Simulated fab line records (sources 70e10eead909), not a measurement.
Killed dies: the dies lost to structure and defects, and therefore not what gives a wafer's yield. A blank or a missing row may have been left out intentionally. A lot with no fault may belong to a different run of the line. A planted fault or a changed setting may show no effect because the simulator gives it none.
Chamber matching -- flow nandHarc -- 4 sister chambers for NHARC_A_CHANNEL_FILL_D2_ALD_16 on aldHk-04
The step deposits SiO2, target thk 1.5 nm, pulse time 10 s, ald cycles 15. 16 wafers are shown with their chamber, then 8 later ones without.

== WAFERS, EACH WITH ITS CHAMBER ==
wafer,chamber,heaterPowerW (W),precursorPulseHeightRel
L074.1,1,459,0.977
L074.5,2,488,1.005
L074.6,1,456,1.017
L078.1,2,474,1.007
L078.3,3,505,0.997
L078.4,1,472,1.010
L079.1,0,531,1.001
L079.2,2,485,1.022
L079.3,3,519,1.037
L085.3,1,460,1.013
L085.4,3,526,1.020
L085.5,1,474,0.992
L091.3,2,522,1.006
L091.4,3,507,1.008
L091.5,2,519,1.011
L094.1,3,515,1.024

SIGNATURES, as means of the wafers listed above
reading,chamber 0,chamber 1,chamber 2,chamber 3,scatter within a chamber
heaterPowerW,531.00,464.20,497.60,514.40,14.2
precursorPulseHeightRel,1.00100,1.00180,1.01020,1.01720,0.0137
Rule: for each reading, subtract the chamber's mean from the wafer's reading, divide by that reading's scatter and square the result; add these up over the readings and take the root, which gives the wafer's distance from the chamber. If the next closest chamber is less than 2 further off than the closest, the wafer can't be placed; otherwise it belongs to the closest. How the scatter is found: for the shown wafers, subtract from each reading the mean of its chamber, square and add these, divide the total by (wafers less chambers), then take the root.

== WAFERS WITH NO CHAMBER GIVEN ==
wafer,heaterPowerW (W),precursorPulseHeightRel
L094.2,461,1.003
L094.5,462,0.981
L095.2,535,1.016
L095.4,503,0.985
L095.5,510,1.023
L096.2,509,1.012
L096.3,453,0.994
L096.4,504,1.000

== CHAMBER TAKEN BY EACH ==
wafer,from the rows above,in truth
L094.2,1,1
L094.5,can't be placed: 1 or 2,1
L095.2,can't be placed: 0 or 3 or 2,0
L095.4,can't be placed: 2 or 0 or 3 or 1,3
L095.5,can't be placed: 3 or 2 or 0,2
L096.2,can't be placed: 3 or 2 or 0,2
L096.3,1,1
L096.4,can't be placed: 2 or 3 or 0 or 1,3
Correct placement for 2 of the 8. Can't be placed from these rows: 6 (the true chamber is among the candidates in 6). Placed wrongly: 0.
